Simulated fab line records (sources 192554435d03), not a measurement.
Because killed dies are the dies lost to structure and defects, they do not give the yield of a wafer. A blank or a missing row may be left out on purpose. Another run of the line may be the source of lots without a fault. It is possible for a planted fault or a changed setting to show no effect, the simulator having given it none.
The tool behind it: which one? -- flow n5 finfet -- 10 lots with 28 wafers sampled at 5 steps, on a route of 1938 steps

## WHAT EACH GAUGE READ, for each wafer
N5_DUMMY_GATE_CD_MEAS_15 targets a cd of 25.8 nm.
lot,measured,on,cd nm (nm)
L974,day 3 03:30,cd sem-03,25.13 24.92 25.30
L979,day 4 11:45,cd sem-03,25.12 25.38 25.44
L981,day 4 21:00,cd sem-02,25.19 25.24 25.06
L982,day 5 04:11,cd sem-01,25.37 25.01
L983,day 5 12:44,cd sem-02,25.17 24.57 25.03
L985,day 5 21:38,cd sem-03,24.95 25.07
L992,day 7 16:15,cd sem-02,24.92 25.09 25.21
L994,day 8 04:51,cd sem-02,25.12 24.98 25.10
L995,day 8 14:26,cd sem-03,25.23 25.07 24.75
L996,day 8 16:04,cd sem-02,24.99 25.02 24.81

N5_BEOL_M4_RC_MEAS_101.
lot,measured,on,DIBL_N (mV/V),DIBL_P (mV/V),IOFF_N (nA/um),IOFF_P (nA/um),ION_N (uA/um),ION_P (uA/um),SS_N (mV/dec),SS_P (mV/dec),VT_N (mV),VT_P (mV)
L974,day 8 09:56,prober-01,37.4 38.5 36.1,35.4 37.0 33.7,0.145 0.171 0.129,0.213 0.250 0.190,671 678 659,465 470 459,70.9 71.7 71.3,73.9 74.0 73.2,251.9 249.3 254.3,-249.3 -245.5 -250.1
L979,day 9 12:56,prober-01,37.0 37.1 35.8,38.9 39.1 37.2,0.179 0.171 0.159,0.242 0.249 0.212,677 676 677,462 464 466,72.6 72.4 71.5,72.9 73.9 73.1,247.9 250.5 251.4,-251.3 -248.7 -248.6
L981,day 9 21:47,prober-01,35.3 35.9 35.8,38.5 37.9 37.8,0.150 0.158 0.153,0.253 0.246 0.246,665 671 669,468 469 462,71.6 71.8 71.8,73.5 74.0 73.8,251.1 251.9 252.0,-244.9 -246.6 -245.0
L982,day 10 00:44,prober-01,38.4 38.7,36.1 36.1,0.176 0.184,0.225 0.239,675 681,459 470,72.3 72.0,73.1 73.4,249.2 246.6,-249.1 -247.6
L983,day 10 03:02,prober-01,36.9 36.8 37.7,36.0 35.6 36.6,0.170 0.178 0.188,0.240 0.235 0.247,669 674 682,464 465 457,71.0 71.5 72.0,73.9 73.2 73.3,247.0 247.5 246.1,-249.0 -249.1 -250.1
L985,day 11 01:11,prober-01,35.6 36.9,35.6 37.6,0.140 0.170,0.179 0.213,669 669,456 453,71.0 71.3,72.6 73.4,254.5 246.9,-254.7 -252.7
L992,day 12 10:05,prober-02,35.5 33.9 33.8,36.2 34.6 34.8,0.152 0.122 0.130,0.214 0.175 0.185,684 674 661,466 464 457,71.0 70.9 71.7,73.3 73.0 72.7,251.5 252.6 251.3,-250.4 -253.9 -253.2
L994,day 13 03:38,prober-02,35.1 34.7 35.5,34.9 34.4 35.5,0.159 0.146 0.157,0.175 0.169 0.187,681 674 667,458 457 455,71.7 71.1 71.8,73.1 73.1 72.9,250.2 249.3 249.2,-254.8 -252.5 -254.0
L995,day 13 16:01,prober-02,35.5 36.0 36.3,35.8 36.8 36.5,0.140 0.158 0.155,0.200 0.221 0.216,660 670 665,457 465 464,71.3 72.0 71.7,72.4 73.2 72.3,250.5 249.4 251.5,-249.5 -250.0 -250.7
L996,day 13 15:23,prober-02,37.4 36.6 37.8,37.1 36.1 36.8,0.184 0.164 0.174,0.225 0.212 0.218,675 674 678,464 457 459,71.4 71.6 71.2,73.8 73.7 74.1,246.9 251.0 249.6,-250.5 -251.4 -249.9

## WHICH TOOL RAN EACH LOT (tool, then ch and the chambers of the sampled wafers, then the start)
lot,N5_DUMMY_GATE_ETCH_23,N5_DUMMY_GATE_ETCH_44,N5_SPACER0_ALD_00
L974,"rie si-02 ch 1,2,3, day 3 04:28","rie si-02 ch 1,2,3, day 3 04:31","ald sin-03 ch 0,1,3, day 3 05:39"
L979,"rie si-05 ch 1,2,3, day 4 13:13","rie si-05 ch 1,2,3, day 4 13:17","ald sin-04 ch 0,2,3, day 4 13:52"
L981,"rie si-05 ch 0,2,3, day 4 22:02","rie si-05 ch 0,2,3, day 4 22:05","ald sin-04 ch 1,3, day 4 22:43"
L982,"rie si-05 ch 0,1, day 5 05:30","rie si-05 ch 0,1, day 5 05:33","ald sin-02 ch 0,2, day 5 06:11"
L983,"rie si-05 ch 0,2, day 5 13:38","rie si-05 ch 0,2, day 5 13:41","ald sin-03 ch 0,2, day 5 14:16"
L985,"rie si-05 ch 0,2, day 5 22:43","rie si-05 ch 0,2, day 5 22:46","ald sin-02 ch 1,2, day 5 23:21"
L992,"rie si-06 ch 2,3, day 7 17:14","rie si-06 ch 2,3, day 7 17:17","ald sin-03 ch 0,1, day 7 17:52"
L994,"rie si-06 ch 1,2, day 8 06:32","rie si-06 ch 1,2, day 8 06:35","ald sin-03 ch 0,1, day 8 07:11"
L995,"rie si-05 ch 0,1,2, day 8 15:18","rie si-05 ch 0,1,2, day 8 15:22","ald sin-04 ch 0,1, day 8 16:56"
L996,"rie si-02 ch 1,2, day 8 17:05","rie si-02 ch 1,2, day 8 17:09","ald sin-04 ch 1,2,3, day 8 19:56"
- N5_DUMMY_GATE_ETCH_23: etches poly-Si in HBr/Cl2/O2, target depth 41 nm, time 22.3 s.
- N5_DUMMY_GATE_ETCH_44: etches poly-Si in HBr/O2, stops on SiO2, target depth 127.5 nm.
- N5_SPACER0_ALD_00: deposits SiOCN, target thk 3.5 nm, pulse time 3 s, purge time 2 s.

## WHAT THE TOOLS THEMSELVES READ (means of the sampled wafers that have a number; where no wafer has one, the mark that the record gives instead)
N5_DUMMY_GATE_ETCH_23.
lot,tool,drypump motor current A (A),mfc cl2 sccm (sccm),oes product au (a.u.),throttle valve pct (%)
L974,rie si-02,5.7,79.90,1.003,36.97
L979,rie si-05,5.5,79.98,1.021,37.16
L981,rie si-05,5.5,80.04,1.023,37.23
L982,rie si-05,5.1,80.34,1.166,37.23
L983,rie si-05,5.4,80.23,1.229,37.37
L985,rie si-05,5.5,80.00,1.335,37.39
L992,rie si-06,5.7,79.89,1.012,37.08
L994,rie si-06,5.4,80.02,0.976,37.25
L995,rie si-05,5.4,79.85,1.019,37.30
L996,rie si-02,6.2,80.14,1.010,37.00

N5_DUMMY_GATE_ETCH_44.
lot,tool,drypump motor current A (A),oes product au (a.u.),throttle valve pct (%)
L974,rie si-02,5.7,0.730,18.33
L979,rie si-05,5.5,0.730,18.50
L981,rie si-05,5.5,0.736,18.57
L982,rie si-05,5.0,0.733,18.55
L983,rie si-05,5.4,0.731,18.66
L985,rie si-05,5.5,0.740,18.67
L992,rie si-06,5.7,0.726,18.39
L994,rie si-06,5.4,0.704,18.47
L995,rie si-05,5.4,0.742,18.61
L996,rie si-02,6.2,0.732,18.35

N5_SPACER0_ALD_00.
lot,tool,chamber pressure Torr (Torr),heater power outer w (W),heater power w (W),precursor pulse height rel
L974,ald sin-03,2.001,504,819,1.001
L979,ald sin-04,2.000,509,851,1.003
L981,ald sin-04,2.003,506,772,0.997
L982,ald sin-02,2.002,559,872,0.999
L983,ald sin-03,1.999,496,808,1.015
L985,ald sin-02,2.001,466,742,1.007
L992,ald sin-03,1.999,495,835,0.986
L994,ald sin-03,1.996,494,834,0.984
L995,ald sin-04,2.001,567,869,1.006
L996,ald sin-04,2.003,493,785,0.990

## THE ANSWER, worked out from the rows above alone
Rule: the usual values come from the lots themselves. Put in order of their means at a reading, lots are off if they are a third of the lots or fewer, leave a main group of 4 or more, and stand apart from it by a gap of 3 or more times the standard deviation of the main group's means; of several such gaps the widest counts. If all means in a main group match to the digits the tables above print for the reading, that group is not used. Also off: a lot with no number at a reading for which 4 or more lots have one. The other lots that the step has rows for count as sound. After the gauges, taken in route order, come the tools' own readings; for these a lot's mean is taken, as printed above. At the first step where some lot is off, the reading lying furthest off is the one used; lots without a number count as furthest.
Off: L982, L983, L985, at N5_DUMMY_GATE_ETCH_23 (oes product au). The main group has a mean of 1.009 a.u. with a standard deviation of 0.015.
If a tool, at that step or one of the process steps before it, ran each lot that is off and ran no sound lot following the first of them, it fits. Of those tried, none fits.

## WHAT THE SIMULATOR HAD PUT IN
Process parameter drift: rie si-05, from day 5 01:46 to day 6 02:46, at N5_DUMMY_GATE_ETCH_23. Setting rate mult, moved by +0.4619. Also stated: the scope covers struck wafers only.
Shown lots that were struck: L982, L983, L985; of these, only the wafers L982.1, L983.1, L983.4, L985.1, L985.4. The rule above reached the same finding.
